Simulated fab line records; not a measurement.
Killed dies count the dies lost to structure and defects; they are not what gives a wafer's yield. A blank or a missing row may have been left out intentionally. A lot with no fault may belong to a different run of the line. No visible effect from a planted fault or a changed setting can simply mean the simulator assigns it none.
fab line records	flow nand-harc	part 1 of 2: steps 1 to 23 of 31
[record] lots = 5	wafers = 15	last-day = 24
route steps=1159 shown A_CHANNEL_FILL_D1@517 A_STAIRCASE@519
lots that met no fault: taken from a fault-free run of the same line
start-h: hours from the record's opening day to when the first of the lot's shown wafers began	wait-h: hours since the lot's step before	" as in the row above	L1.1+2: several wafers, shown together as one row	- no value, or no start given	* or withheld: withheld	< > ~ a bound
route shown NAME@n: NAME is a module with steps in the file, n the number in the route of the first one	usual: average and standard deviation across the fault-free wafers	same: alike in all rows	chamber/n: place in a boat	sites: each site's reading	_std_site: the values' standard deviation	_edge_site: inner sites' mean taken away from outer sites' mean	radius-mm: for every site, how far away it sits from the centre of the wafer	mask NAME#n: copy n	behind: the last tool/chamber to shape the wafer	hold: why the lot was held/for how many hours/how that ended	device: which transistor (n, p or np) failed to switch	end of line: the route-end tests of the same wafers	where a step has no rows: the recipe by itself	killed: count of dies lost to structure and defects at first sort (not the wafer's yield)	map: the dies of a wafer, with x for killed, . for not killed, _ for no die there
set.NAME: the run value of the setting; set.NAME@STEP: its run value at that earlier step	model.NAME: the simulator's own value behind a step, which no gauge read
lots seen at some steps along the route; tables by step, rows by wafer
services: from which hour (start-h, from the record's first day; less than 0 if before it) a tool's chamber was out of use, for how many hours, and why
[[steps]]
[step NHARC_A_CHANNEL_FILL_D1_RTA_24]
[recipe] temp-c = 1000	time-s = 5
[usual] lamp-power-pct = 32.0/2.6	lamp_zone_1_pct = 32.0/2.6	lamp_zone_2_pct = 32.0/2.6	lamp_zone_3_pct = 32.0/2.6	lamp_zone_7_pct = 32.5/2.7	wafer_temp_C_max = 1005.1/1.3
lot.wafer	tool	chamber	start-h	wait-h	lamp-power-pct	lamp_zone_1_pct	lamp_zone_2_pct	lamp_zone_3_pct	lamp_zone_7_pct	wafer_temp_C_max
L085.1	rtp-anneal-01	0	312.00	0.2	35.2	35.2	35.1	35.2	35.7	1004.9
L085.2	"	0	"	"	35.2	35.2	35.1	35.1	35.7	1003.6
L085.3	"	0	"	"	35.1	35.2	35.1	35.2	35.7	1006.0
L086.1	rtp-anneal-01	0	315.26	0.0	35.2	35.2	35.2	35.2	35.7	1005.6
L086.3	"	0	"	"	35.2	35.1	35.1	35.1	35.7	1005.7
L086.5	"	0	"	"	35.2	35.2	35.2	35.2	35.7	1005.4
L088.2	rtp-anneal-02	0	324.34	0.2	29.7	29.8	29.8	29.7	30.2	1004.1
L088.3	"	0	"	"	29.7	29.7	29.8	29.7	30.2	1003.4
L088.4	"	0	"	"	29.8	29.8	29.7	29.7	30.2	1004.7
L095.1	rtp-anneal-02	0	351.51	0.1	29.8	29.8	29.8	29.7	30.3	1004.4
L095.3	"	0	"	"	29.8	29.8	29.8	29.8	30.2	1005.3
L095.4	"	0	"	"	29.8	29.8	29.8	29.8	30.3	1004.2
L097.3	rtp-anneal-02	0	375.38	0.1	29.8	29.8	29.8	29.8	30.3	1004.1
L097.5	"	0	"	"	29.8	29.8	29.8	29.8	30.2	1004.8
L097.6	"	0	"	"	29.8	29.8	29.8	29.8	30.2	1005.1
[step NHARC_A_CHANNEL_FILL_D1_INSPECT_13]
[usual] raw-defect-count = 279/110
lot.wafer	tool	chamber	start-h	wait-h	raw-defect-count
L085.1	defect-inspect-01	-	312.19	0.2	233
L085.2	"	-	"	"	211
L085.3	"	-	"	"	242
L086.1	defect-inspect-01	-	315.46	0.2	284
L086.3	"	-	"	"	203
L086.5	"	-	"	"	182
L088.2	defect-inspect-01	-	324.51	0.1	343
L088.3	"	-	"	"	306
L088.4	"	-	"	"	191
L095.1	defect-inspect-01	-	351.71	0.2	204
L095.3	"	-	"	"	164
L095.4	"	-	"	"	321
L097.3	defect-inspect-01	-	375.53	0.1	170
L097.5	"	-	"	"	128
L097.6	"	-	"	"	242
[step NHARC_A_STAIRCASE_DEP_156]
[recipe] target-thk-a = 500	temp-c = 400	target-thk-nm = 50	flow-sccm = 200	rf-w = 450	material = SiNx
[usual] heater-power-w = 757/89
lot.wafer	tool	chamber	start-h	wait-h	heater-power-w
L085.3	pecvd-03	0	312.26	0.1	580
L085.1	"	1	"	"	699
L085.2	"	2	"	"	950
L086.1	pecvd-02	0	315.56	0.1	819
L086.3	"	1	"	"	859
L086.5	"	1	"	"	845
L088.3	pecvd-03	1	324.61	0.1	787
L088.2	"	2	"	"	857
L088.4	"	0	"	"	684
L095.3	pecvd-04	0	351.84	0.1	642
L095.1	"	2	"	"	857
L095.4	"	2	"	"	855
L097.3	pecvd-03	1	375.65	0.1	797
L097.5	"	0	"	"	651
L097.6	"	1	"	"	783
[step NHARC_A_STAIRCASE_DEHYDRATE_158]
[recipe] temp-c = 150	time-s = 120
[usual] heater-power-total-W = 182.5/1.2	resist-line-temp-C = 23.00/0.11
lot.wafer	tool	chamber	start-h	wait-h	heater-power-total-W	resist-line-temp-C
L085.1	litho-track-07	0	312.54	0.2	182.4	23.05
L085.2	"	0	"	"	180.6	22.90
L085.3	"	0	"	"	182.1	22.89
L086.1	litho-track-07	0	315.80	0.2	181.9	23.08
L086.3	"	0	"	"	182.7	23.01
L086.5	"	0	"	"	183.3	23.07
L088.2	litho-track-03	0	324.85	0.2	182.2	22.82
L088.3	"	0	"	"	182.6	23.02
L088.4	"	0	"	"	181.7	22.97
L095.1	litho-track-03	0	352.12	0.2	181.3	23.07
L095.3	"	0	"	"	183.7	23.02
L095.4	"	0	"	"	183.8	23.04
L097.3	litho-track-07	0	375.86	0.2	182.8	22.81
L097.5	"	0	"	"	183.7	23.01
L097.6	"	0	"	"	183.7	22.98
[step NHARC_A_STAIRCASE_HMDS_159]
[recipe] time-s = 30
[usual] resist-line-temp-C = 23.00/0.11
lot.wafer	tool	chamber	start-h	wait-h	resist-line-temp-C
L085.1	litho-track-07	0	-	-	22.99
L085.2	"	0	"	"	23.02
L085.3	"	0	"	"	22.98
L086.1	litho-track-07	0	-	-	23.09
L086.3	"	0	"	"	23.17
L086.5	"	0	"	"	23.23
L088.2	litho-track-03	0	-	-	23.09
L088.3	"	0	"	"	23.11
L088.4	"	0	"	"	23.15
L095.1	litho-track-03	0	-	-	22.90
L095.3	"	0	"	"	22.96
L095.4	"	0	"	"	22.96
L097.3	litho-track-07	0	-	-	23.11
L097.5	"	0	"	"	23.05
L097.6	"	0	"	"	23.00
[step NHARC_A_STAIRCASE_COAT_160]
[recipe] spin-rpm = 1200
[usual] resist-line-temp-C = 23.00/0.097
lot.wafer	tool	chamber	start-h	wait-h	resist-line-temp-C
L085.1	litho-track-07	0	-	-	22.99
L085.2	"	0	"	"	23.01
L085.3	"	0	"	"	22.96
L086.1	litho-track-07	0	-	-	23.07
L086.3	"	0	"	"	22.97
L086.5	"	0	"	"	23.25
L088.2	litho-track-03	0	-	-	22.88
L088.3	"	0	"	"	22.96
L088.4	"	0	"	"	22.83
L095.1	litho-track-03	0	-	-	22.91
L095.3	"	0	"	"	22.97
L095.4	"	0	"	"	23.04
L097.3	litho-track-07	0	-	-	23.08
L097.5	"	0	"	"	23.03
L097.6	"	0	"	"	22.87
[step NHARC_A_STAIRCASE_SOFTBAKE_161]
[recipe] temp-c = 135	time-s = 170
[usual] heater-power-total-W = 134.4/0.95	resist-line-temp-C = 23.02/0.11
lot.wafer	tool	chamber	start-h	wait-h	heater-power-total-W	resist-line-temp-C
L085.1	litho-track-07	0	-	-	133.2	22.99
L085.2	"	0	"	"	133.2	22.88
L085.3	"	0	"	"	136.1	22.96
L086.1	litho-track-07	0	-	-	134.0	23.08
L086.3	"	0	"	"	135.5	23.08
L086.5	"	0	"	"	134.4	22.92
L088.2	litho-track-03	0	-	-	133.2	23.01
L088.3	"	0	"	"	133.9	23.00
L088.4	"	0	"	"	133.7	23.06
L095.1	litho-track-03	0	-	-	134.3	22.96
L095.3	"	0	"	"	134.1	23.00
L095.4	"	0	"	"	135.6	22.93
L097.3	litho-track-07	0	-	-	135.6	23.00
L097.5	"	0	"	"	133.6	22.84
L097.6	"	0	"	"	135.5	22.97
[step NHARC_A_STAIRCASE_EBR_162]
[usual] resist-line-temp-C = 23.00/0.11
lot.wafer	tool	chamber	start-h	wait-h	resist-line-temp-C
L085.1	litho-track-07	0	-	-	23.03
L085.2	"	0	"	"	22.99
L085.3	"	0	"	"	22.99
L086.1	litho-track-07	0	-	-	22.88
L086.3	"	0	"	"	23.14
L086.5	"	0	"	"	23.10
L088.2	litho-track-03	0	-	-	22.99
L088.3	"	0	"	"	23.07
L088.4	"	0	"	"	23.01
L095.1	litho-track-03	0	-	-	22.84
L095.3	"	0	"	"	22.93
L095.4	"	0	"	"	22.82
L097.3	litho-track-07	0	-	-	22.99
L097.5	"	0	"	"	23.03
L097.6	"	0	"	"	22.87
[step NHARC_A_STAIRCASE_EXPOSE_163]
[recipe] na = 0.5	dose-mj = 20.01	mask-id = STAIR_OPEN
lot.wafer	tool	chamber	start-h	wait-h	mask
L085.1+2+3	krf-scanner-03	0	312.87	-	STAIR_OPEN#0
L086.1+3+5	krf-scanner-02	0	316.13	-	STAIR_OPEN#0
L088.2+3+4	krf-scanner-02	0	325.06	-	STAIR_OPEN#0
L095.1+3+4	krf-scanner-02	0	352.46	-	STAIR_OPEN#0
L097.3+5+6	krf-scanner-02	0	376.21	-	STAIR_OPEN#0
[step NHARC_A_STAIRCASE_PEB_164]
[recipe] peb-temp-c = 115	peb-time-s = 130
[usual] heater-power-total-W = 123.87/0.19	resist-line-temp-C = 22.99/0.1
lot.wafer	tool	chamber	start-h	wait-h	heater-power-total-W	resist-line-temp-C
L085.1	litho-track-07	0	312.94	0.1	124.04	23.19
L085.2	"	0	"	"	124.09	23.05
L085.3	"	0	"	"	123.79	22.97
L086.1	litho-track-03	0	316.20	0.1	123.71	22.99
L086.3	"	0	"	"	123.40	22.96
L086.5	"	0	"	"	123.77	23.06
L088.2	litho-track-03	0	325.13	0.1	124.07	23.00
L088.3	"	0	"	"	123.72	23.07
L088.4	"	0	"	"	124.05	23.06
L095.1	litho-track-03	0	352.52	0.1	123.43	23.01
L095.3	"	0	"	"	123.96	23.05
L095.4	"	0	"	"	124.08	23.10
L097.3	litho-track-03	0	376.27	0.1	123.76	22.91
L097.5	"	0	"	"	123.98	22.89
L097.6	"	0	"	"	124.13	22.93
[step NHARC_A_STAIRCASE_DEVELOP_165]
[recipe] time-s = 140
[usual] resist-line-temp-C = 23.01/0.11
lot.wafer	tool	chamber	start-h	wait-h	resist-line-temp-C
L085.1	litho-track-07	0	-	-	22.90
L085.2	"	0	"	"	23.03
L085.3	"	0	"	"	23.03
L086.1	litho-track-03	0	-	-	22.95
L086.3	"	0	"	"	22.90
L086.5	"	0	"	"	23.08
L088.2	litho-track-03	0	-	-	22.92
L088.3	"	0	"	"	22.91
L088.4	"	0	"	"	23.00
L095.1	litho-track-03	0	-	-	23.12
L095.3	"	0	"	"	22.96
L095.4	"	0	"	"	23.04
L097.3	litho-track-03	0	-	-	23.13
L097.5	"	0	"	"	23.02
L097.6	"	0	"	"	23.17
[step NHARC_A_STAIRCASE_HARDBAKE_167]
[recipe] temp-c = 120	time-s = 140
[usual] heater-power-total-W = 127.29/0.2	resist-line-temp-C = 22.99/0.11
lot.wafer	tool	chamber	start-h	wait-h	heater-power-total-W	resist-line-temp-C
L085.1	litho-track-03	0	313.15	-	127.46	22.85
L085.2	"	0	"	"	127.35	22.87
L085.3	"	0	"	"	127.63	22.70
L086.1	litho-track-03	0	316.41	-	127.57	22.97
L086.3	"	0	"	"	127.55	23.07
L086.5	"	0	"	"	127.40	23.03
L088.2	litho-track-03	0	325.35	-	127.23	22.91
L088.3	"	0	"	"	127.35	22.88
L088.4	"	0	"	"	127.55	22.92
L095.1	litho-track-07	0	352.74	-	127.38	22.93
L095.3	"	0	"	"	127.63	22.88
L095.4	"	0	"	"	127.32	23.03
L097.3	litho-track-05	0	376.50	-	127.06	22.95
L097.5	"	0	"	"	127.43	23.00
L097.6	"	0	"	"	127.54	23.04
[step NHARC_A_STAIRCASE_DESCUM_168]
[recipe] time-s = 3	o2-flow-sccm = 200	ar-flow-sccm = 0	bias-power-w = 0	chemistry = O2
[usual] drypump-motor-current-A = 5.5/0.46	oes-product-au = 1.001/0.01	rf-vpp-V = 57.8/1	showerhead-plenum-p-Torr = 1.91/0.089	throttle-valve-pct = 11.311/0.0089
lot.wafer	tool	chamber	start-h	wait-h	drypump-motor-current-A	oes-product-au	rf-hours-counter-h	rf-vpp-V	showerhead-plenum-p-Torr	throttle-valve-pct
L085.3	rie-diel-09	0	313.25	-	5.4	1.003	17	57.9	1.87	11.315
L085.2	"	1	"	"	4.8	1.001	16	59.1	1.99	11.298
L085.1	"	3	"	"	5.7	1.022	17	57.1	1.79	11.308
L086.1	rie-diel-11	0	316.56	-	6.5	0.988	46	58.5	2.06	11.300
L086.3	"	3	"	"	5.5	0.997	37	59.3	1.97	11.307
L086.5	"	1	"	"	5.9	0.995	-	58.2	1.81	11.297
L088.3	rie-diel-09	0	325.47	-	5.4	0.989	23	57.9	1.87	11.306
L088.2	"	1	"	"	4.7	0.995	20	59.5	1.99	11.303
L088.4	"	2	"	"	5.5	1.020	21	57.6	1.91	11.298
L095.4	rie-diel-11	2	352.83	-	5.9	0.978	50	57.5	2.06	11.302
L095.1	"	3	"	"	5.5	1.005	50	58.2	1.96	11.307
L095.3	"	1	"	"	5.9	0.998	56	56.5	1.80	11.311
L097.3	rie-diel-09	2	376.59	-	5.5	1.002	43	58.6	1.90	11.303
L097.6	"	2	"	"	5.5	1.010	-	57.5	1.90	11.320
L097.5	"	0	"	"	5.5	1.003	-	58.4	1.86	11.320
[step NHARC_A_STAIRCASE_ETCH_169]
[recipe] target-depth-a = 500	time-s = 107.1	ion-energy-ev = 120	ch3f-flow-sccm = 50	o2-flow-sccm = 30	ar-flow-sccm = 200	rf-w = 500	bias-w = 100	chemistry = CH3F/O2
[usual] drypump-motor-current-A = 5.5/0.45	oes-product-au = 0.947/0.022	rf-vpp-V = 244.4/1.7	showerhead-plenum-p-Torr = 2.46/0.11	throttle-valve-pct = 20.663/0.0087
lot.wafer	tool	chamber	start-h	wait-h	drypump-motor-current-A	oes-product-au	rf-hours-counter-h	rf-vpp-V	showerhead-plenum-p-Torr	throttle-valve-pct
L085.2	rie-diel-09	1	313.34	0.1	4.8	0.943	16	246.8	2.56	20.664
L085.1	"	2	"	"	5.5	0.958	16	243.9	2.46	20.663
L085.3	"	3	"	"	5.7	0.955	17	242.0	2.31	20.666
L086.1	rie-diel-11	2	316.65	0.1	5.9	0.952	36	246.9	2.65	20.667
L086.3	"	3	"	"	5.5	0.952	37	245.4	2.52	20.668
L086.5	"	3	"	"	5.5	0.957	-	243.7	2.52	20.654
L088.4	rie-diel-09	1	325.57	0.1	4.7	0.934	20	245.7	2.55	20.678
L088.3	"	3	"	"	5.7	0.951	23	242.5	2.31	20.672
L088.2	"	0	"	"	5.4	0.930	23	242.1	2.40	20.664
L095.1	rie-diel-11	2	352.97	0.1	5.9	0.917	50	246.1	2.64	20.659
L095.4	"	0	"	"	6.5	0.915	59	247.0	2.64	20.665
L095.3	"	1	"	"	5.9	0.920	56	243.1	2.32	20.650
L097.3	rie-diel-09	1	376.70	0.1	4.7	0.921	42	244.9	2.55	20.671
L097.5	"	2	"	"	5.5	0.930	-	243.5	2.44	20.660
L097.6	"	1	"	"	4.7	0.927	-	246.2	2.55	20.670
[step NHARC_A_STAIRCASE_ETCH_170]
[recipe] target-depth-a = 2000	time-s = 66.667	ion-energy-ev = 250	c4f6-flow-sccm = 25	o2-flow-sccm = 20	ar-flow-sccm = 500	rf-w = 600	bias-w = 500	chemistry = C4F6/O2
[usual] drypump-motor-current-A = 5.5/0.43	oes-product-au = 0.969/0.017	rf-vpp-V = 547/3.3	showerhead-plenum-p-Torr = 3.92/0.16	throttle-valve-pct = 26.903/0.0084
lot.wafer	tool	chamber	start-h	wait-h	drypump-motor-current-A	oes-product-au	rf-hours-counter-h	rf-vpp-V	showerhead-plenum-p-Torr	throttle-valve-pct
L085.3	rie-diel-09	0	-	-	5.4	0.949	17	544	3.84	26.915
L085.1	"	1	"	"	4.8	0.949	16	550	4.07	26.899
L085.2	"	2	"	"	5.5	0.964	16	547	3.92	26.892
L086.1	rie-diel-11	3	-	-	5.5	0.969	37	549	4.02	26.892
L086.3	"	0	"	"	6.5	0.948	46	553	4.20	26.909
L086.5	"	2	"	"	5.9	0.972	-	554	4.20	26.899
L088.4	rie-diel-09	0	-	-	5.5	0.962	23	545	3.84	26.911
L088.3	"	1	"	"	4.8	0.984	21	550	4.07	26.909
L088.2	"	2	"	"	5.5	0.991	21	546	3.92	26.900
L095.3	rie-diel-11	3	-	-	5.5	0.965	50	550	4.01	26.911
L095.1	"	0	"	"	6.5	0.939	59	552	4.19	26.907
L095.4	"	1	"	"	5.9	0.943	56	543	3.72	26.902
L097.3	rie-diel-09	2	-	-	5.5	0.958	43	546	3.90	26.908
L097.6	"	2	"	"	5.5	0.947	-	545	3.90	26.907
L097.5	"	0	"	"	5.4	0.940	-	546	3.83	26.902
[step NHARC_A_STAIRCASE_STRIP_171]
[recipe] power-w = 1500	temp-c = 250	chemistry = O2
[usual] drypump-motor-current-A = 5.6/0.43	heater-power-w = 306/42	rf-refl-power-W = 25/15
lot.wafer	tool	chamber	start-h	wait-h	drypump-motor-current-A	heater-power-w	rf-hours-counter-h	rf-refl-power-W
L085.1	plasma-asher-02	1	313.57	-	5.8	306	41	-
L085.2	"	0	"	"	5.3	293	41	-
L085.3	"	1	"	"	5.8	311	-	-
L086.1	plasma-asher-02	0	316.93	-	5.2	298	41	48
L086.3	"	1	"	"	5.8	311	-	9
L086.5	"	0	"	"	5.2	301	-	49
L088.2	plasma-asher-02	1	325.89	-	5.8	306	45	-
L088.4	"	0	"	"	5.2	291	-	-
L088.3	"	1	"	"	5.8	306	-	-
L095.1	plasma-asher-01	1	353.31	-	6.2	367	22	31
L095.4	"	1	"	"	6.1	368	-	29
L095.3	"	0	"	"	5.1	260	-	13
L097.3	plasma-asher-01	0	377.04	-	5.1	257	-	13
L097.6	"	0	"	"	5.1	252	-	14
L097.5	"	1	"	"	6.1	381	-	32
[step NHARC_A_STAIRCASE_STRIP_172]
[recipe] time-s = 900	temp-c = 130	chemistry = SPM
lot.wafer	tool	chamber	start-h	wait-h
L085.1+3+2	wet-bench-06	1,4,6	313.91	0.3
L086.3+5+1	wet-bench-05	2,3,5	317.24	0.2
L088.2+3+4	wet-bench-01	3,5,0	326.18	0.3
L095.4+3+1	wet-bench-01	7,1,2	353.66	0.2
L097.6+5+3	wet-bench-01	1,2,3	377.30	0.1
[step NHARC_A_STAIRCASE_PRECLEAN_173]
[recipe] time-s = *	temp-c = 50	bath-age-min = 0	chemistry = SC1
lot.wafer	tool	chamber	start-h	wait-h
L085.1+3+2	wet-bench-06	1,4,6	-	-
L086.3+5+1	wet-bench-05	2,3,5	-	-
L088.2+3+4	wet-bench-01	3,5,0	-	-
L095.4+3+1	wet-bench-01	7,1,2	-	-
L097.6+5+3	wet-bench-01	1,2,3	-	-
[step NHARC_A_STAIRCASE_SRD_174]
lot.wafer	tool	chamber	start-h	wait-h
L085.1+3+2	wet-bench-06	1,4,6	-	-
L086.3+5+1	wet-bench-05	2,3,5	-	-
L088.2+3+4	wet-bench-01	3,5,0	-	-
L095.4+3+1	wet-bench-01	7,1,2	-	-
L097.6+5+3	wet-bench-01	1,2,3	-	-
[step NHARC_A_STAIRCASE_DEHYDRATE_01]
[recipe] temp-c = 150	time-s = 120
[usual] heater-power-total-W = 182.6/1.3	resist-line-temp-C = 22.99/0.12
lot.wafer	tool	chamber	start-h	wait-h	heater-power-total-W	resist-line-temp-C
L085.1	litho-track-05	0	314.37	-	184.3	23.03
L085.2	"	0	"	"	181.8	22.91
L085.3	"	0	"	"	184.7	22.89
L086.1	litho-track-03	0	317.68	-	182.3	23.09
L086.3	"	0	"	"	183.0	22.98
L086.5	"	0	"	"	180.7	23.10
L088.2	litho-track-05	0	326.64	-	180.5	22.95
L088.3	"	0	"	"	181.8	22.99
L088.4	"	0	"	"	182.8	22.80
L095.1	litho-track-03	0	354.11	-	184.1	23.11
L095.3	"	0	"	"	180.9	23.15
L095.4	"	0	"	"	185.0	22.98
L097.3	litho-track-07	0	377.75	-	182.8	23.06
L097.5	"	0	"	"	181.4	22.92
L097.6	"	0	"	"	181.9	22.90
[step NHARC_A_STAIRCASE_HMDS_02]
[recipe] time-s = 30
[usual] resist-line-temp-C = 23.03/0.11
lot.wafer	tool	chamber	start-h	wait-h	resist-line-temp-C
L085.1	litho-track-05	0	-	-	23.07
L085.2	"	0	"	"	22.81
L085.3	"	0	"	"	23.06
L086.1	litho-track-03	0	-	-	23.07
L086.3	"	0	"	"	23.08
L086.5	"	0	"	"	23.14
L088.2	litho-track-05	0	-	-	23.21
L088.3	"	0	"	"	22.96
L088.4	"	0	"	"	23.25
L095.1	litho-track-03	0	-	-	23.00
L095.3	"	0	"	"	23.17
L095.4	"	0	"	"	23.19
L097.3	litho-track-07	0	-	-	23.07
L097.5	"	0	"	"	23.18
L097.6	"	0	"	"	22.99
[step NHARC_A_STAIRCASE_COAT_03]
[recipe] spin-rpm = 1200
[usual] resist-line-temp-C = 22.98/0.12
lot.wafer	tool	chamber	start-h	wait-h	resist-line-temp-C
L085.1	litho-track-05	0	-	-	22.94
L085.2	"	0	"	"	22.96
L085.3	"	0	"	"	22.87
L086.1	litho-track-03	0	-	-	22.89
L086.3	"	0	"	"	22.90
L086.5	"	0	"	"	23.06
L088.2	litho-track-05	0	-	-	23.17
L088.3	"	0	"	"	23.01
L088.4	"	0	"	"	23.10
L095.1	litho-track-03	0	-	-	22.96
L095.3	"	0	"	"	23.16
L095.4	"	0	"	"	23.18
L097.3	litho-track-07	0	-	-	23.08
L097.5	"	0	"	"	22.97
L097.6	"	0	"	"	22.91
[step NHARC_A_STAIRCASE_SOFTBAKE_04]
[recipe] temp-c = 135	time-s = 170
[usual] heater-power-total-W = 134.5/1	resist-line-temp-C = 23.02/0.1
lot.wafer	tool	chamber	start-h	wait-h	heater-power-total-W	resist-line-temp-C
L085.1	litho-track-05	0	-	-	133.3	23.06
L085.2	"	0	"	"	134.2	23.22
L085.3	"	0	"	"	133.4	23.17
L086.1	litho-track-03	0	-	-	133.3	22.97
L086.3	"	0	"	"	133.4	22.90
L086.5	"	0	"	"	135.3	22.92
L088.2	litho-track-05	0	-	-	134.1	22.94
L088.3	"	0	"	"	136.4	22.95
L088.4	"	0	"	"	135.4	22.87
L095.1	litho-track-03	0	-	-	133.2	23.02
L095.3	"	0	"	"	134.7	23.03
L095.4	"	0	"	"	133.2	22.97
L097.3	litho-track-07	0	-	-	135.9	23.04
L097.5	"	0	"	"	133.4	23.10
L097.6	"	0	"	"	133.6	23.11
